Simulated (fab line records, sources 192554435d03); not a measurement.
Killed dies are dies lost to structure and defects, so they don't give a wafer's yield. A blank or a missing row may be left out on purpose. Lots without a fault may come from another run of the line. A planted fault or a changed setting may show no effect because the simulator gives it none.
A struck lot beside a sound one | flow n5_finfet | 22 steps out of a route of 1938
Sound: wafers L523.2, L523.4, L523.6. Struck: wafers L520.1, L520.4, L520.6. The cause comes at the end.
At each step with rows: each side's tool, then ch and its chambers, then its first start. Under that, the readings that differ: sound wafers | struck wafers | difference of the means | sigmas: that difference in standard deviations of wafers without a fault.
alike: readings whose means differ by less than 2 such deviations, and words and numbers that are the same on both sides. not compared: withheld readings, readings that some wafer has no value for, bounds like >300 that may hide the same value, and numbers for which the record gives no deviation and whose values overlap.
The two part at a step that has a row with sigmas, a row that says differs or no value, or rows on one side only. Numbers that don't overlap but have no deviation are shown without sigmas and don't part them. A reading that every wafer of one side lacks parts them only if that side has two wafers or more.

N5_PMOS_HMC_CHANNEL_EPI_OVL_MEAS_10:
  sound on overlay-01 ch 0, day 5 06:25; struck on overlay-02 ch 0, day 4 11:20
  alike: PMOS_HMC_BLK_OVL
N5_PMOS_HMC_CHANNEL_EPI_INSPECT_11: inspects for defects (macro).
  sound on defect_inspect-01, day 5 06:26; struck on defect_inspect-02, day 4 11:22
  alike: raw_defect_count
then, 2 steps without rows for these wafers: N5_PMOS_HMC_CHANNEL_EPI_DESCUM_14 (chemistry O2, time 7.9 s); N5_PMOS_HMC_CHANNEL_EPI_ETCH_32 (etches BARC in N2/H2, stops on SiO2, target depth 85.8 nm, time 50.3 s).
N5_PMOS_HMC_CHANNEL_EPI_HM_OPEN_15: chemistry CHF3/O2, target SiO2, target depth 40.6 nm, time 20.3 s.
  sound on rie_diel-05 ch 1,2, day 5 06:33; struck on rie_diel-03 ch 0,1, day 4 11:28
  alike: drypump_motor_current_A, oes_product_au, rf_vpp_V, showerhead_plenum_p_Torr, throttle_valve_pct
  not compared: rf_hours_counter_h
N5_PMOS_HMC_CHANNEL_EPI_STRIP_33: strips in N2/H2.
  sound on rie_diel-05 ch 1,2, day 5 06:37; struck on rie_diel-03 ch 0,1, day 4 11:32
  alike: drypump_motor_current_A, oes_product_au, rf_vpp_V, showerhead_plenum_p_Torr, throttle_valve_pct
  not compared: rf_hours_counter_h
then, 1 step without rows for these wafers: N5_PMOS_HMC_CHANNEL_EPI_STRIP_17 (strips in SPM, time 750 s).
N5_PMOS_HMC_CHANNEL_EPI_ETCH_38: etches SiO2 in CF4, target depth 1.5 nm.
  sound on rie_si-01 ch 2,3, day 5 06:55; struck on rie_si-05 ch 1,2, day 4 11:50
  reading                | sound             | struck            | difference | sigmas
  throttle_valve_pct (%) | 21.99 21.98 21.99 | 21.49 21.47 21.49 | -0.50      | -2
  alike: drypump_motor_current_A, oes_product_au
  not compared: rf_hours_counter_h
N5_PMOS_HMC_CHANNEL_EPI_FIN_RECESS_16: chemistry HBr/Cl2, target Si, target depth 54 nm, time 18 s.
  sound on rie_si-01 ch 2,3, day 5 06:56; struck on rie_si-05 ch 1,2, day 4 11:51
  alike: drypump_motor_current_A, oes_product_au, throttle_valve_pct
  not compared: rf_hours_counter_h
then, 3 steps without rows for these wafers: N5_PMOS_HMC_CHANNEL_EPI_PRECLEAN_36 (cleans in O3/DIW, time 45 s); N5_PMOS_HMC_CHANNEL_EPI_PRECLEAN_18 (cleans in DHF, time 30 s); N5_PMOS_HMC_CHANNEL_EPI_SRD_19 (time 30 s).
N5_PMOS_HMC_CHANNEL_EPI_EPI_20: deposits SiGe30, target thk 59 nm.
  sound on epi_rpcvd-04 ch 0, day 5 07:22; struck on epi_rpcvd-02 ch 0, day 4 12:01
  reading                                                 | sound                | struck               | difference | sigmas
  susceptor_temp_C (C)                                    | 600.16 599.84 599.68 | 593.67 593.75 593.95 | -6.10      | -25
  susceptor_temp_C_max                                    | 601.5 601.0 600.9    | 595.7 595.2 595.6    | -5.6       | -14
  model.SiGe30_of_PMOS_HMC_CHANNEL_EPI_EPI_20.thk_nm (nm) | 58.98 59.32 58.69    | 51.79 51.63 52.84    | -6.91      |
then, 2 steps without rows for these wafers: N5_PMOS_HMC_CHANNEL_EPI_HM_STRIP_35 (strips SiO2 in dHF, material SiO2, target depth 39.6 nm, time 216 s); N5_PMOS_HMC_CHANNEL_EPI_SRD_39 (time 30 s).
N5_PMOS_HMC_CHANNEL_EPI_CMP_21: polishes SiGe30, target thk 54 nm.
  sound on cmp-02 ch 0,3, day 5 08:55; struck on cmp-02 ch 0,1, day 4 13:24
  alike: motor_current_A
N5_PMOS_HMC_CHANNEL_EPI_THK_MEAS_22:
  sound on film_metro-02, day 5 09:13; struck on film_metro-01, day 4 13:39
  alike: HMC_CMP_THK
then, 1 step without rows for these wafers: N5_PMOS_HMC_CHANNEL_EPI_PRECLEAN_40 (cleans in DHF, time 30 s).
N5_PMOS_HMC_CHANNEL_EPI_PRECLEAN_37: cleans in O3/DIW, time 45 s.
  sound on wet_bench-06 ch 4,5,7, day 5 09:16; struck on wet_bench-01 ch 0,3,6, day 4 13:41
  reading                                                 | sound             | struck            | difference | sigmas
  model.SiGe30_of_PMOS_HMC_CHANNEL_EPI_EPI_20.thk_nm (nm) | 53.09 53.15 53.16 | 51.01 50.85 52.07 | -1.82      |
then, 1 step without rows for these wafers: N5_PMOS_HMC_CHANNEL_EPI_PRECLEAN_24 (cleans in DHF, time 30 s).
-- the record jumps here: 6 days lie between the struck wafers' starts before and after (it left off in module PMOS_HMC_CHANNEL_EPI and takes up again in module BEOL_M4, whose first step shown is number 1111 of the route) --
N5_BEOL_M4_RC_MEAS_101:
  sound on prober-01 ch 0, day 12 14:52; struck on prober-01 ch 0, day 10 21:54
  reading        | sound          | struck         | difference | sigmas
  IOFF_P (nA/um) | 0.19 0.18 0.16 | 0.29 0.35 0.32 | +0.14      | +4
  VT_P (mV)      | -251 -253 -254 | -242 -241 -239 | +12        | +4
  alike: DIBL_N, DIBL_P, IOFF_N, ION_N, ION_P, SS_N, SS_P, VT_N
N5_PASSIVATION_PROBE_49:
  the record has rows for the sound wafers here (prober-02, day 17 12:37) and none for the struck ones

WHERE THEY PART
First at N5_PMOS_HMC_CHANNEL_EPI_ETCH_38; last, within this record, at N5_PASSIVATION_PROBE_49.

WHY: what the simulator had put in
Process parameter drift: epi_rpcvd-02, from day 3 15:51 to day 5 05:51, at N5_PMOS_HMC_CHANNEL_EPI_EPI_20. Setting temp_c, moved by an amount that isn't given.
